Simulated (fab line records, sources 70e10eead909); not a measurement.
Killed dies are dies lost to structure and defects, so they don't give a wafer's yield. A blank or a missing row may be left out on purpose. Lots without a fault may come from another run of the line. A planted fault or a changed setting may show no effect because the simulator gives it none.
Problem report in the 8D (eight disciplines) form, filled by code | flow nand_harc | the parts of the form that need people (team, actions taken, sign-off) are left out

1. THE PROBLEM
killed_at_array at NHARC_END_SORT_01 reads a mean of 670 on 4 wafers of 3 lots; wafers without a fault read 63 with a standard deviation of 18. That is +34 standard deviations from the usual mean.
First seen on wafer L246.4, day 32 10:47, on prober-01. The record holds 9 wafers of 3 lots with a number at this step. Rule for "out", or "out of limits": more than 4 standard deviations from the usual mean. The other wafers with a number count as sound.

2. WHAT IT IS AND WHAT IT IS NOT
question                    | is                             | is not
which readings at this step | killed_at_array, killed_dies   | killed_at_other, killed_short
which lots                  | L244, L245, L246               | -
which wafers of those lots  | L244.3, L245.3, L246.4, L246.5 | L244.2, L244.5, L245.1, L245.5, L246.3
read on which gauges        | prober-01                      | -
when                        | from day 32 10:47              | up to then (1 sound wafer); but 4 sound wafers of L244, L245 came after

3. SUSPECTS, AND WHAT RULES EACH OUT
Counting: a tool at a process step up to the reading stays a suspect if it ran every lot that is out. Sound lots after the first of them don't rule it out here, since some wafers of a struck lot are sound.
- the gauge at NHARC_END_SORT_01: ruled out. All the wafers that are out were read on prober-01, but those of them that NHARC_A_STAIRCASE_ETCH_188 has rows for are out there too, on other tools.
- rie_diel-10 at NHARC_A_STAIRCASE_ETCH_188 (etches the open film in C4F8/O2, target depth 100 nm, time 40.5 s): kept. It ran every lot that is out, first L245 (day 22 08:35). Its own readings are out on those wafers: run_length_s.
- rie_diel-10 at NHARC_A_STAIRCASE_TRIM_191 (chemistry O2, time 211.2 s): kept. It ran every lot that is out, first L246 (day 32 09:58). NHARC_A_STAIRCASE_TRIM_191 gives no start for some lots, so the hours and the order of its lots are those of NHARC_END_SORT_01.
- rie_diel-10 at NHARC_A_STAIRCASE_ETCH_192 (etches the open film in C4F8/O2, target depth 100 nm, time 40.5 s): kept. It ran every lot that is out, first L246 (day 32 09:58). NHARC_A_STAIRCASE_ETCH_192 gives no start for some lots, so the hours and the order of its lots are those of NHARC_END_SORT_01.
- Within rie_diel-10 at NHARC_A_STAIRCASE_ETCH_188: the wafers that are out ran in chamber 0; their sound lot-mates ran in chambers 2, 3.
Left after counting: rie_diel-10 at NHARC_A_STAIRCASE_ETCH_188, rie_diel-10 at NHARC_A_STAIRCASE_TRIM_191, rie_diel-10 at NHARC_A_STAIRCASE_ETCH_192.

4. THE CAUSE (what the simulator had put in)
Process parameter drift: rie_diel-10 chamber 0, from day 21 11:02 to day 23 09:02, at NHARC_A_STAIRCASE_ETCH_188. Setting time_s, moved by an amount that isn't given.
Counting left 3 suspects, and this tool is among them.

5. THE CHAIN OF EFFECTS, in route order
Each row: a reading whose mean over the struck wafers that have a number lies more than 3 standard deviations from the usual. Only readings for which the record gives a usual standard deviation are gone through. hours: the time from each lot's start at the first step in this table that gives one to its start at this step, as a median over the lots. sigmas: the change in usual standard deviations.
hours | step                       | reading         | usual  | on struck wafers | change | sigmas
0     | NHARC_A_STAIRCASE_ETCH_188 | run_length_s    | 62.1 s | 76.5             | +14.4  | +37
248   | NHARC_END_SORT_01          | killed_at_array | 63     | 670              | +606   | +34
248   | NHARC_END_SORT_01          | killed_dies     | 68     | 677              | +609   | +34
The process steps in it:
- NHARC_A_STAIRCASE_ETCH_188: etches the open film in C4F8/O2, target depth 100 nm, time 40.5 s.

6. WHAT WOULD HAVE CAUGHT IT SOONER
In this record the first reading out of limits at a measuring or inspecting step was taken at day 32 10:47, 264 hours after the fault began at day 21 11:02.
The tool's own readings at NHARC_A_STAIRCASE_ETCH_188 were out on every struck wafer that the step has a row for (run_length_s): an alarm limit on them would have fired on the first of those.
All the lots that are out (3) had begun NHARC_A_STAIRCASE_ETCH_188 on rie_diel-10 by day 32 10:47. A hold on the tool at that time would have spared none of them.
